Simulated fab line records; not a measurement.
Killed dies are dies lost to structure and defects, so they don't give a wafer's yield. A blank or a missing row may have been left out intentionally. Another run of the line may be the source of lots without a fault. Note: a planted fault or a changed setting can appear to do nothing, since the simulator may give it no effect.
fab line records | flow nandHarc
record lots=14 | wafers=42 | lastDay=34
route steps=1302 shown HYBRID_BOND@1237 THIN_TSV@1250
lots that met no fault: taken from a fault-free run of the same line
startH: hours from the record's first day to the start of the lot's first wafer shown | waitH: hours from the lot's prior step to this one | " the same as in the row above | L1.1+2: one row covering several wafers at once | - no value, or no start was given | * or withheld: withheld | < > ~ a bound
route shown NAME@n: a module of which the file shows steps, and the number in the route of the first | usual: mean/standard deviation of fault-free wafers | same: alike in all rows | chamber/n: place in a boat | sites: readings site by site | _std_site: the standard deviation of these | _edge_site: the outer-site mean with the inner-site mean subtracted | radiusMm: how far each site lies from the wafer's centre | mask NAME#n: copy n | behind: the most recent tool/chamber to have shaped the wafer | hold: why the lot went on hold/how many hours it stayed there/how the hold came to an end | device: the transistor (n, p or np) that didn't switch | end of line: at the end of the route, the tests of the same wafers | step lacking rows: just its recipe | killed: dies lost to structure and defects at the first sort, not the wafer's yield | map: the dies of a wafer, with x for killed, . for not killed, _ for no die there
set.NAME: the setting that was run; set.NAME@STEP: the one run at that earlier step | model.NAME: the simulator's own value behind a step, which no gauge read
steps of the route over a sample of lots; a table a step, a row a wafer
services: when a tool's chamber went out of use (startH, in hours from the record's first day, below 0 if earlier), for how many hours, and the reason
## steps
# step NHARC_HYBRID_BOND_ACTIVATE_00
# recipe timeS=60 | n2FlowSccm=200 | arFlowSccm=0 | biasPowerW=0 | chemistry=N2
# usual drypumpMotorCurrentA=5.5/0.36 | oesProductAu=1.001/0.0078 | rfVppV=64.2/0.96 | showerheadPlenumPTorr=1.76/0.087
lot.wafer | tool       | chamber | startH | waitH | drypumpMotorCurrentA | oesProductAu | rfHoursCounterH | rfVppV | showerheadPlenumPTorr
L835.4    | rieDiel-05 | 0       | 535.75 | 0.1   | 5.0                  | 1.010        | 11              | 64.4   | 1.88
L835.6    | "          | 3       | "      | "     | 5.8                  | 1.009        | -               | 63.9   | 1.75
L835.5    | "          | 0       | "      | "     | 5.0                  | 1.011        | -               | 63.4   | 1.88
L837.2    | rieDiel-05 | 1       | 543.98 | 0.1   | 5.2                  | 0.995        | 13              | 64.7   | 1.63
L837.4    | "          | 2       | "      | "     | 5.7                  | 1.007        | 13              | 64.2   | 1.78
L837.5    | "          | 3       | "      | "     | 5.8                  | 1.009        | -               | 64.9   | 1.75
L838.3    | rieDiel-05 | 3       | 569.84 | 0.1   | 5.7                  | 1.002        | 16              | 63.4   | 1.74
L838.2    | "          | 0       | "      | "     | 4.9                  | 1.003        | 15              | 65.0   | 1.88
L838.1    | "          | 2       | "      | "     | 5.7                  | 1.001        | 16              | 63.6   | 1.78
L839.1    | rieDiel-05 | 1       | 574.59 | 0.1   | 5.2                  | 1.002        | 16              | 64.4   | 1.63
L839.3    | "          | 2       | "      | "     | 5.7                  | 1.012        | 17              | 64.1   | 1.78
L839.4    | "          | 0       | "      | "     | 5.0                  | 1.010        | -               | 64.0   | 1.88
L842.3    | rieDiel-05 | 2       | 600.28 | 0.1   | 5.7                  | 1.015        | 0               | 64.5   | 1.78
L842.1    | "          | 3       | "      | "     | 5.8                  | 1.002        | 0               | 63.1   | 1.74
L842.4    | "          | 2       | "      | "     | 5.7                  | 1.014        | -               | 64.4   | 1.78
L845.2    | rieDiel-05 | 1       | 636.44 | 0.1   | 5.2                  | 0.994        | 2               | 64.3   | 1.63
L845.5    | "          | 2       | "      | "     | 5.7                  | 1.006        | -               | 63.9   | 1.78
L845.6    | "          | 3       | "      | "     | 5.8                  | 0.992        | -               | 64.5   | 1.74
L848.2    | rieDiel-05 | 2       | 663.37 | 0.1   | 5.7                  | 1.009        | 6               | 65.9   | 1.78
L848.6    | "          | 2       | "      | "     | 5.7                  | 1.001        | -               | 64.0   | 1.78
L848.5    | "          | 3       | "      | "     | 5.7                  | 0.983        | -               | 64.8   | 1.74
L850.4    | rieDiel-05 | 3       | 673.17 | 0.1   | 5.8                  | 0.996        | 6               | 65.3   | 1.74
L850.2    | "          | 1       | "      | "     | 5.2                  | 1.003        | 5               | 62.4   | 1.62
L850.5    | "          | 0       | "      | "     | 4.9                  | 0.987        | -               | 65.2   | 1.87
L849.2    | rieDiel-05 | 0       | 676.78 | 0.1   | 5.0                  | 1.005        | 6               | 65.0   | 1.87
L849.4    | "          | 1       | "      | "     | 5.2                  | 1.003        | 5               | 64.4   | 1.62
L849.5    | "          | 3       | "      | "     | 5.7                  | 0.994        | -               | 64.4   | 1.74
L853.2    | rieDiel-01 | 2       | 716.42 | 0.1   | 5.7                  | 1.006        | 47              | 64.9   | 1.87
L853.4    | "          | 3       | "      | "     | 5.8                  | 1.003        | 45              | 61.4   | 1.64
L853.6    | "          | 2       | "      | "     | 5.7                  | 1.011        | -               | 64.6   | 1.87
L855.2    | rieDiel-05 | 3       | 734.98 | 0.1   | 5.7                  | 0.997        | 11              | 64.6   | 1.74
L855.6    | "          | 3       | "      | "     | 5.8                  | 0.991        | -               | 64.8   | 1.74
L855.4    | "          | 0       | "      | "     | 5.0                  | 0.991        | -               | 65.2   | 1.87
L856.2    | rieDiel-05 | 0       | 748.86 | 0.1   | 4.9                  | 0.992        | 13              | 64.7   | 1.87
L856.4    | "          | 2       | "      | "     | 5.7                  | 1.000        | 13              | 62.7   | 1.78
L856.6    | "          | 0       | "      | "     | 4.9                  | 0.989        | -               | 63.4   | 1.87
L858.4    | rieDiel-01 | 3       | 767.42 | 0.1   | 5.9                  | 1.010        | 7               | 63.0   | 1.64
L858.2    | "          | 0       | "      | "     | 5.4                  | 1.005        | 7               | 62.6   | 1.70
L858.6    | "          | 0       | "      | "     | 5.3                  | 1.012        | -               | 62.7   | 1.70
L857.1    | rieDiel-05 | 3       | 787.86 | 0.1   | 5.8                  | 0.998        | 3               | 63.9   | 1.74
L857.2    | "          | 0       | "      | "     | 4.9                  | 0.997        | 3               | 63.4   | 1.87
L857.3    | "          | 1       | "      | "     | 5.2                  | 1.008        | 1               | 66.2   | 1.92
# step NHARC_THIN_TSV_DEP_43
# recipe targetThkA=13285 | tempC=withheld | pressureTorr=6.5 | rfW=900 | teosFlowSccm=161.4 | flowSccm=2650 | targetThkNm=1328.5 | gas=O2 | material=SiO2
# usual showerheadVppV=1879/67 | throttleValvePct=16.0/0.62
lot.wafer | tool     | chamber | startH | waitH | showerheadVppV | throttleValvePct
L835.6    | pecvd-03 | 1       | 547.00 | -     | 1810           | 17.2
L835.4    | "        | 2       | "      | "     | 1923           | 15.7
L835.5    | "        | 0       | "      | "     | 1886           | 15.9
L837.2    | pecvd-02 | 2       | 553.52 | -     | 1906           | 15.8
L837.4    | "        | 2       | "      | "     | 1912           | 15.7
L837.5    | "        | 0       | "      | "     | 1807           | 17.1
L838.2    | pecvd-02 | 0       | 581.14 | -     | 1810           | 17.0
L838.3    | "        | 1       | "      | "     | 1810           | 15.9
L838.1    | "        | 2       | "      | "     | 1912           | 15.6
L839.1    | pecvd-01 | 2       | 590.16 | -     | 1920           | 16.4
L839.3    | "        | 0       | "      | "     | 1990           | 15.4
L839.4    | "        | 1       | "      | "     | 1842           | 15.7
L842.3    | pecvd-02 | 2       | 613.62 | -     | 1932           | 15.8
L842.1    | "        | 0       | "      | "     | 1812           | 16.3
L842.4    | "        | 1       | "      | "     | 1809           | 15.6
L845.2    | pecvd-01 | 0       | 648.95 | -     | 1989           | 15.7
L845.6    | "        | 1       | "      | "     | 1830           | 16.1
L845.5    | "        | 2       | "      | "     | 1943           | 16.3
L848.2    | pecvd-03 | 1       | 675.28 | -     | 1813           | 17.4
L848.6    | "        | 1       | "      | "     | 1816           | 17.5
L848.5    | "        | 2       | "      | "     | 1913           | 15.8
L850.2    | pecvd-01 | 0       | 688.91 | -     | 1974           | 15.6
L850.5    | "        | 0       | "      | "     | 2001           | 15.9
L850.4    | "        | 1       | "      | "     | 1833           | 15.6
L849.2    | pecvd-03 | 2       | 690.12 | -     | 1911           | 15.8
L849.5    | "        | 0       | "      | "     | 1833           | 15.3
L849.4    | "        | 1       | "      | "     | 1812           | 17.6
L853.2    | pecvd-02 | 1       | 728.25 | -     | 1798           | 16.0
L853.4    | "        | 1       | "      | "     | 1777           | 16.0
L853.6    | "        | 2       | "      | "     | 1900           | 15.7
L855.2    | pecvd-03 | 0       | 746.11 | -     | 1873           | 15.3
L855.4    | "        | 1       | "      | "     | 1823           | 16.8
L855.6    | "        | 2       | "      | "     | 1894           | 15.5
L856.2    | pecvd-01 | 1       | 762.57 | -     | 1810           | 15.7
L856.4    | "        | 2       | "      | "     | 1923           | 16.1
L856.6    | "        | 1       | "      | "     | 1837           | 15.7
L858.2    | pecvd-01 | 2       | 787.86 | -     | 1958           | 16.0
L858.6    | "        | 1       | "      | "     | 1802           | 15.9
L858.4    | "        | 2       | "      | "     | 1932           | 16.3
L857.1    | pecvd-01 | 2       | 806.80 | -     | 1929           | 16.5
L857.2    | "        | 0       | "      | "     | 1995           | 15.4
L857.3    | "        | 1       | "      | "     | 1788           | 15.7
# step NHARC_THIN_TSV_DESCUM_14
# recipe timeS=3 | o2FlowSccm=200 | arFlowSccm=0 | biasPowerW=0 | chemistry=O2
# usual drypumpMotorCurrentA=5.9/0.42 | oesProductAu=0.999/0.0075 | rfVppV=57.5/0.9 | showerheadPlenumPTorr=1.86/0.079 | throttleValvePct=11.311/0.0084
lot.wafer | tool       | chamber | startH | waitH | drypumpMotorCurrentA | oesProductAu | rfHoursCounterH | rfVppV | showerheadPlenumPTorr | throttleValvePct
L835.4    | rieDiel-10 | 3       | 547.87 | -     | 6.3                  | 0.986        | 5.9             | 55.0   | 1.78                  | 11.320
L835.6    | "          | 2       | "      | "     | 5.7                  | 0.984        | -               | 57.0   | 1.78                  | 11.311
L835.5    | "          | 3       | "      | "     | 6.3                  | 0.989        | -               | 57.6   | 1.78                  | 11.314
L837.2    | rieDiel-02 | 0       | 554.51 | -     | 6.3                  | 1.010        | 6.3             | 57.9   | 1.97                  | 11.310
L837.4    | "          | 1       | "      | "     | 6.0                  | 1.001        | 11.6            | 56.8   | 2.04                  | 11.313
L837.5    | "          | 0       | "      | "     | 6.3                  | 0.996        | -               | 58.1   | 1.97                  | 11.293
L838.2    | rieDiel-10 | 3       | 582.02 | -     | 6.3                  | 0.999        | 8.0             | 57.3   | 1.78                  | 11.313
L838.1    | "          | 1       | "      | "     | 5.2                  | 1.000        | 7.4             | 57.2   | 1.98                  | 11.309
L838.3    | "          | 2       | "      | "     | 5.8                  | 1.006        | 7.0             | 56.3   | 1.78                  | 11.316
L839.1    | rieDiel-04 | 1       | 591.17 | -     | 5.5                  | 1.006        | 2.1             | 58.6   | 1.78                  | 11.311
L839.3    | "          | 2       | "      | "     | 6.3                  | 1.000        | 1.9             | 59.5   | 1.86                  | 11.310
L839.4    | "          | 1       | "      | "     | 5.5                  | 0.997        | -               | 57.7   | 1.78                  | 11.306
L842.3    | rieDiel-02 | 2       | 614.62 | -     | 5.7                  | 0.998        | 1.2             | 57.4   | 1.88                  | 11.297
L842.4    | "          | 3       | "      | "     | 5.4                  | 0.992        | 1.4             | 57.7   | 1.79                  | 11.311
L842.1    | "          | 0       | "      | "     | 6.3                  | 1.005        | 2.0             | 58.0   | 1.97                  | 11.311
L845.2    | rieDiel-04 | 0       | 649.83 | -     | 5.7                  | 0.993        | 4.9             | 57.1   | 1.91                  | 11.297
L845.6    | "          | 2       | "      | "     | 6.4                  | 0.997        | -               | 57.4   | 1.86                  | 11.311
L845.5    | "          | 3       | "      | "     | 5.8                  | 1.004        | -               | 57.2   | 1.85                  | 11.312
L848.2    | rieDiel-02 | 2       | 676.24 | -     | 5.7                  | 0.994        | 4.6             | 58.5   | 1.88                  | 11.305
L848.6    | "          | 1       | "      | "     | 6.0                  | 1.003        | -               | 59.8   | 2.04                  | 11.309
L848.5    | "          | 2       | "      | "     | 5.8                  | 0.997        | -               | 57.8   | 1.88                  | 11.316
L850.2    | rieDiel-10 | 1       | 689.78 | -     | 5.2                  | 0.999        | 4.8             | 57.9   | 1.98                  | 11.309
L850.4    | "          | 2       | "      | "     | 5.8                  | 0.984        | 4.7             | 57.4   | 1.78                  | 11.310
L850.5    | "          | 0       | "      | "     | 6.6                  | 0.997        | -               | 56.2   | 1.81                  | 11.319
L849.2    | rieDiel-04 | 2       | 691.12 | -     | 6.3                  | 0.991        | 7.2             | 57.9   | 1.86                  | 11.299
L849.4    | "          | 0       | "      | "     | 5.7                  | 1.003        | 7.0             | 57.4   | 1.91                  | 11.301
L849.5    | "          | 2       | "      | "     | 6.3                  | 0.996        | -               | 56.6   | 1.86                  | 11.305
L853.4    | rieDiel-04 | 3       | 729.24 | -     | 5.7                  | 1.000        | 0.4             | 58.1   | 1.85                  | 11.318
L853.2    | "          | 2       | "      | "     | 6.4                  | 0.997        | 0.5             | 59.4   | 1.86                  | 11.307
L853.6    | "          | 3       | "      | "     | 5.7                  | 1.001        | -               | 57.2   | 1.85                  | 11.322
L855.2    | rieDiel-04 | 2       | 747.11 | -     | 6.4                  | 0.994        | 1.4             | 57.5   | 1.86                  | 11.310
L855.4    | "          | 0       | "      | "     | 5.7                  | 0.995        | -               | 57.5   | 1.91                  | 11.307
L855.6    | "          | 3       | "      | "     | 5.7                  | 1.000        | -               | 56.2   | 1.85                  | 11.312
L856.2    | rieDiel-10 | 2       | 763.37 | -     | 5.8                  | 1.001        | 9.6             | 57.7   | 1.78                  | 11.313
L856.6    | "          | 1       | "      | "     | 5.2                  | 1.006        | -               | 58.3   | 1.98                  | 11.316
L856.4    | "          | 2       | "      | "     | 5.7                  | 1.002        | -               | 56.9   | 1.78                  | 11.322
L858.4    | rieDiel-02 | 2       | 788.81 | -     | 5.7                  | 0.999        | 1.6             | 58.1   | 1.87                  | 11.315
L858.2    | "          | 0       | "      | "     | 6.3                  | 1.014        | 1.1             | 59.2   | 1.96                  | 11.314
L858.6    | "          | 1       | "      | "     | 6.0                  | 0.998        | -               | 59.5   | 2.04                  | 11.321
L857.2    | rieDiel-10 | 2       | 807.66 | -     | 5.8                  | 0.994        | 1.9             | 56.5   | 1.78                  | 11.307
L857.1    | "          | 0       | "      | "     | 6.6                  | 1.000        | 2.1             | 56.2   | 1.81                  | 11.313
L857.3    | "          | 1       | "      | "     | 5.1                  | 0.988        | 1.7             | 59.0   | 1.97                  | 11.290
# step NHARC_THIN_TSV_ETCH_44
# recipe targetDepthA=15942 | timeS=797.1 | cf4FlowSccm=150 | o2FlowSccm=10 | arFlowSccm=0 | rfW=300 | biasW=800 | chemistry=CF4/O2
# usual biasW=800.1/2.7 | cf4FlowSccm=150.0/0.47 | drypumpMotorCurrentA=5.9/0.41 | oesProductAu=0.999/0.0085 | rfVppV=791/4.6 | showerheadPlenumPTorr=1.79/0.073 | throttleValvePct=16.915/0.0091
lot.wafer | tool       | chamber | startH | waitH | biasW | cf4FlowSccm | drypumpMotorCurrentA | oesProductAu | rfHoursCounterH | rfVppV | showerheadPlenumPTorr | throttleValvePct
L835.4    | rieDiel-10 | 3       | 547.94 | 0.1   | 797.7 | 150.5       | 6.3                  | 0.991        | 6.0             | 786    | 1.71                  | 16.907
L835.6    | "          | 3       | "      | "     | 799.8 | 150.0       | 6.3                  | 0.982        | -               | 787    | 1.71                  | 16.920
L835.5    | "          | 0       | "      | "     | 799.0 | 151.0       | 6.6                  | 1.000        | -               | 789    | 1.74                  | 16.908
L837.4    | rieDiel-02 | 0       | 554.59 | 0.1   | 800.9 | 151.0       | 6.3                  | 0.988        | 6.5             | 798    | 1.88                  | 16.907
L837.2    | "          | 1       | "      | "     | 799.1 | 150.3       | 6.0                  | 0.979        | 11.7            | 801    | 1.95                  | 16.911
L837.5    | "          | 0       | "      | "     | 799.0 | 150.6       | 6.3                  | 1.008        | -               | 798    | 1.88                  | 16.911
L838.3    | rieDiel-10 | 2       | 582.16 | 0.1   | 803.1 | 150.4       | 5.7                  | 1.003        | 7.1             | 786    | 1.72                  | 16.927
L838.2    | "          | 3       | "      | "     | 797.7 | 149.0       | 6.3                  | 0.993        | 8.1             | 786    | 1.71                  | 16.921
L838.1    | "          | 0       | "      | "     | 798.5 | 149.6       | 6.6                  | 0.996        | 7.5             | 790    | 1.74                  | 16.916
L839.3    | rieDiel-04 | 0       | 591.26 | 0.1   | -     | -           | -                    | -            | -               | -      | -                     | -
L839.1    | "          | 1       | "      | "     | -     | -           | -                    | -            | -               | -      | -                     | -
L839.4    | "          | 2       | "      | "     | -     | -           | -                    | -            | -               | -      | -                     | -
L842.4    | rieDiel-02 | 3       | 614.70 | 0.1   | -     | -           | -                    | -            | -               | -      | -                     | -
L842.3    | "          | 1       | "      | "     | -     | -           | -                    | -            | -               | -      | -                     | -
L842.1    | "          | 2       | "      | "     | -     | -           | -                    | -            | -               | -      | -                     | -
L845.2    | rieDiel-04 | 3       | 649.90 | 0.1   | 801.4 | 150.5       | 5.8                  | 1.013        | 3.8             | 791    | 1.77                  | 16.895
L845.5    | "          | 3       | "      | "     | 801.0 | 150.2       | 5.7                  | 1.016        | -               | 790    | 1.78                  | 16.927
L845.6    | "          | 0       | "      | "     | 800.6 | 149.9       | 5.7                  | 0.997        | -               | 796    | 1.83                  | 16.926
L848.2    | rieDiel-02 | 1       | 676.32 | 0.1   | 799.8 | 149.8       | 6.0                  | 1.000        | 4.5             | 802    | 1.95                  | 16.907
L848.6    | "          | 1       | "      | "     | 798.8 | 150.0       | 6.0                  | 1.001        | -               | 801    | 1.95                  | 16.917
L848.5    | "          | 2       | "      | "     | 800.5 | 150.1       | 5.7                  | 0.998        | -               | 790    | 1.80                  | 16.921
L850.2    | rieDiel-10 | 2       | 689.85 | 0.1   | 798.6 | 150.3       | 5.7                  | 0.981        | 4.8             | 788    | 1.71                  | 16.930
L850.4    | "          | 3       | "      | "     | 802.9 | 149.0       | 6.3                  | 1.001        | 4.4             | 786    | 1.71                  | 16.913
L850.5    | "          | 3       | "      | "     | 801.6 | 150.1       | 6.3                  | 1.008        | -               | 787    | 1.71                  | 16.922
L849.2    | rieDiel-04 | 3       | 691.25 | 0.1   | 799.8 | 150.0       | 5.8                  | 1.003        | 5.9             | 792    | 1.77                  | 16.905
L849.4    | "          | 1       | "      | "     | 801.3 | 149.1       | 5.6                  | 0.999        | 7.7             | 786    | 1.71                  | 16.926
L849.5    | "          | 3       | "      | "     | 799.1 | 149.7       | 5.8                  | 1.003        | -               | 792    | 1.77                  | 16.899
L853.4    | rieDiel-04 | 3       | 729.32 | 0.1   | 805.1 | 150.6       | 5.8                  | 1.005        | 0.5             | 791    | 1.77                  | 16.922
L853.2    | "          | 0       | "      | "     | 798.2 | 150.1       | 5.7                  | 1.005        | 0.5             | 795    | 1.83                  | 16.920
L853.6    | "          | 3       | "      | "     | 806.1 | 149.8       | 5.7                  | 0.999        | -               | 791    | 1.77                  | 16.914
L855.2    | rieDiel-04 | 3       | 747.28 | 0.2   | 801.3 | 149.8       | 5.8                  | 1.006        | 1.7             | 790    | 1.77                  | 16.929
L855.4    | "          | 3       | "      | "     | 802.9 | 150.1       | 5.7                  | 1.007        | -               | 792    | 1.77                  | 16.915
L855.6    | "          | 0       | "      | "     | 805.5 | 150.2       | 5.7                  | 0.995        | -               | 795    | 1.83                  | 16.929
L856.2    | rieDiel-10 | 0       | 763.52 | 0.1   | 791.7 | 150.0       | 6.6                  | 1.023        | 10.0            | 788    | 1.74                  | 16.916
L856.4    | "          | 0       | "      | "     | 797.2 | 150.1       | 6.6                  | 1.007        | -               | 788    | 1.74                  | 16.924
L856.6    | "          | 1       | "      | "     | 805.0 | 150.5       | 5.2                  | 1.007        | -               | 798    | 1.89                  | 16.919
L858.2    | rieDiel-02 | 1       | 788.95 | 0.1   | 796.0 | 149.6       | 6.0                  | 0.988        | 1.1             | 802    | 1.94                  | 16.920
L858.4    | "          | 3       | "      | "     | 798.2 | 150.0       | 5.4                  | 0.994        | 1.7             | 787    | 1.72                  | 16.912
L858.6    | "          | 1       | "      | "     | 798.4 | 149.4       | 6.0                  | 1.000        | -               | 801    | 1.94                  | 16.919
L857.2    | rieDiel-10 | 0       | 807.75 | 0.1   | 797.5 | 150.6       | 6.6                  | 1.001        | 2.2             | 787    | 1.74                  | 16.905
L857.3    | "          | 2       | "      | "     | 801.7 | 150.5       | 5.7                  | 0.994        | 2.0             | 786    | 1.71                  | 16.916
L857.1    | "          | 3       | "      | "     | 797.9 | 150.3       | 6.3                  | 0.991        | 2.4             | 787    | 1.71                  | 16.908
## services
tool       | chamber | startH | hours | kind
rieDiel-04 | -       | 531.90 | 9.0   | pm
rieDiel-04 | -       | 544.95 | 0.2   | repair
rieDiel-10 | -       | 549.77 | 1.2   | repair
rieDiel-04 | 1       | 563.40 | 1.3   | repair
rieDiel-05 | 3       | 570.15 | 7.1   | repair
rieDiel-10 | 0       | 582.78 | 3.4   | repair
rieDiel-05 | -       | 583.72 | 9.0   | pm
rieDiel-04 | 3       | 589.44 | 3.6   | repair
rieDiel-05 | 1       | 594.87 | 15.2  | repair
rieDiel-10 | -       | 596.60 | 9.0   | pm
rieDiel-05 | 1       | 618.83 | 5.0   | repair
rieDiel-10 | 2       | 673.17 | 2.6   | repair
rieDiel-04 | 1       | 673.93 | 1.4   | repair
rieDiel-04 | 0       | 677.72 | 7.2   | repair
rieDiel-04 | 0       | 693.56 | 2.1   | repair
rieDiel-04 | -       | 708.90 | 9.0   | pm
rieDiel-05 | -       | 727.60 | 0.9   | repair
rieDiel-05 | 1       | 733.49 | 14.7  | repair
rieDiel-04 | 1       | 733.80 | 31.0  | repair
rieDiel-10 | 3       | 754.32 | 19.9  | repair
rieDiel-05 | -       | 760.72 | 9.0   | pm
rieDiel-04 | 2       | 761.31 | 7.3   | repair
rieDiel-05 | 1       | 770.81 | 4.6   | repair
rieDiel-10 | -       | 773.60 | 9.0   | pm
## key
firstSign step=NHARC_THIN_TSV_ETCH_44 | reading=toolRecord | direction=missing
effect none on later readings
metAt NHARC_THIN_TSV_ETCH_44
struckLots L839,L842
laterRowsLeftOut L839.1,L839.3,L839.4,L842.1,L842.3,L842.4
sortLeftOut L839.1,L839.3,L839.4,L842.1,L842.3,L842.4
notActingAt NHARC_HYBRID_BOND_ACTIVATE_00,NHARC_THIN_TSV_DEP_43,NHARC_THIN_TSV_DESCUM_14
onsetBetween 554.59 591.26
fault kind=skippedStepWhole | tool=rieDiel-02,rieDiel-04 | chamber=- | onsetH=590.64 | steps=NHARC_THIN_TSV_ETCH_44 | scope=struckLotsOnly
# sortLeftOut: the simulated sort isn't trusted on such a fault, so these wafers' sort isn't shown, and their yield isn't known
# laterRowsLeftOut: the simulator's readings of these wafers behind a module that went badly wrong aren't trusted and aren't shown, but for the sort
